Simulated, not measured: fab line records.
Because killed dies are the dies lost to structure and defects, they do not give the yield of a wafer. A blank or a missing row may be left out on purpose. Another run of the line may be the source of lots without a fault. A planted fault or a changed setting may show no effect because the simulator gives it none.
Comparing a struck lot with a sound one -- flow n5_finfet -- 24 steps out of a route of 1938
Sound: these wafers, L985.2, L985.3, L985.4. The struck wafers were L103.1, L103.2, L103.5. The cause comes at the end.
At each step with rows: each side's tool, then ch and its chambers, then its first start. Under that, the readings that differ: sound wafers -- struck wafers -- difference of the means -- sigmas: that difference in standard deviations of wafers without a fault.
alike: a reading whose means differ by less than 2 such deviations, as well as words and numbers matching on both sides. not compared: withheld readings; readings where some wafer has no value; bounds like >300 that might hide an equal value; numbers whose values overlap and for which the record gives no deviation.
A row with sigmas, a row that says differs or no value, or rows on one side alone: a step with any of these is where the two part. Numbers that don't overlap but have no deviation are shown without sigmas and don't part them. A reading that every wafer of one side lacks parts them only if that side has two wafers or more.

first, 8 steps without rows for these wafers: N5_BEOL_M7_ANNEAL_51 (time 90 s); N5_BEOL_M7_CMP_52 (polishes, stops on SiCOH lowk, t overpolish 6.9 s, target thk 80 nm); N5_BEOL_M7_PRE_CLEAN_55 (time 15 s); N5_BEOL_M7_DEP_56 (deposits SiCN from 3MS/NH3, target thk 10 nm, time 17.5 s); N5_BEOL_M8_ILD_DEP_00 (deposits SiCOH lowk from DEMS/porogen, target thk 179.75 nm, time 33.4 s); N5_BEOL_M8_CURE_74 (cures SiCOH lowk, time 240 s); N5_BEOL_M8_PECVD_70 (deposits SiO2 from TEOS/O2, target thk 20 nm, time 22.7 s); N5_BEOL_M8_HM_DEP_02 (deposits TiN, target thk 20 nm).
N5_BEOL_M8_COAT_59: time 60 s, resist thk 100 nm.
  sound on litho_track-01 ch 0, day 11 12:13; struck on litho_track-01 ch 0, day 14 09:22
reading,sound,struck,difference,sigmas
spin_speed_rpm (rpm),1500.7 1497.5 1499.4,1541.2 1541.4 1541.2,+42.1,+38
model.SOC_of_BEOL_M8_COAT_59.thk_nm (nm),99.8 99.6 99.8,98.6 98.6 98.8,-1.1,
then, 9 steps without rows for these wafers: N5_BEOL_M8_COAT_60 (time 60 s, resist thk 35 nm); N5_BEOL_M8_COAT_05 (resist thk 90 nm); N5_BEOL_M8_EBR_07; N5_BEOL_M8_SOFTBAKE_06 (time 60 s); N5_BEOL_M8_EXPOSE_08 (exposes mask M8); N5_BEOL_M8_PEB_09 (peb time 60 s); N5_BEOL_M8_DEVELOP_10 (develop time 30 s); N5_BEOL_M8_DESCUM_16 (chemistry O2, time 7.9 s); N5_BEOL_M8_ETCH_61 (etches SiARC in CF4, target depth 45.5 nm, time 75.8 s).
N5_BEOL_M8_ETCH_62: etches SOC in N2/H2, target depth 110 nm, overetch 22 nm, time 165 s.
  sound on rie_diel-03 ch 0,1,3, day 11 13:29; struck on rie_diel-05 ch 1,2,3, day 14 09:47
reading,sound,struck,difference,sigmas
model.etch.depth_nm (nm),99.81 99.54 99.72,98.64 98.69 98.7,-1.01,
  alike: drypump_motor_current_A, oes_product_au, rf_vpp_V, showerhead_plenum_p_Torr, throttle_valve_pct
  not compared: rf_hours_counter_h
then, 2 steps without rows for these wafers: N5_BEOL_M8_STRIP_68 (strips in N2/H2); N5_BEOL_M8_STRIP_67 (strips in CF4).
N5_BEOL_M8_HM_OPEN_17: chemistry Cl2/BCl3, target TiN, target depth 20 nm, overetch 6 nm.
  sound on rie_metal-02 ch 0,1, day 11 13:40; struck on rie_metal-03 ch 0,1, day 14 09:59
reading,sound,struck,difference,sigmas
model.SOC_of_BEOL_M8_COAT_59.thk_nm (nm),91.8 91.6 92,90.2 90.8 90.4,-1.3,
  alike: drypump_motor_current_A, oes_product_au, throttle_valve_pct
  not compared: rf_hours_counter_h
then, 1 step without rows for these wafers: N5_BEOL_M8_STRIP_19 (strips in O2).
-- record jumps: 3 days separate the struck wafers' starts on either side; left off in module BEOL_M8, taken up again in module PASSIVATION, whose first shown step is the route's number 1936 --
N5_PASSIVATION_PROBE_49:
  struck on prober-02, day 17 14:58; sound on prober-01, day 14 19:49
reading,sound,struck,difference,sigmas
killed_at_front_end,74 30 33,21 24 28,-21,-2
  alike: defect_limited_yield, killed_at_M0_to_M3, killed_at_M4_up, killed_at_contacts, killed_at_other, killed_dies, killed_open, killed_short, sort_bin_5_function, sort_bin_6_memory, sort_n_pass, sort_yield_pct

== WHERE THEY PART ==
Last at N5_PASSIVATION_PROBE_49 as far as this record goes, first at N5_BEOL_M8_COAT_59.

WHY: what the simulator had put in
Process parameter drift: litho_track-01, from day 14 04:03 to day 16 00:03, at N5_BEOL_M8_COAT_59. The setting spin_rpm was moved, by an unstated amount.
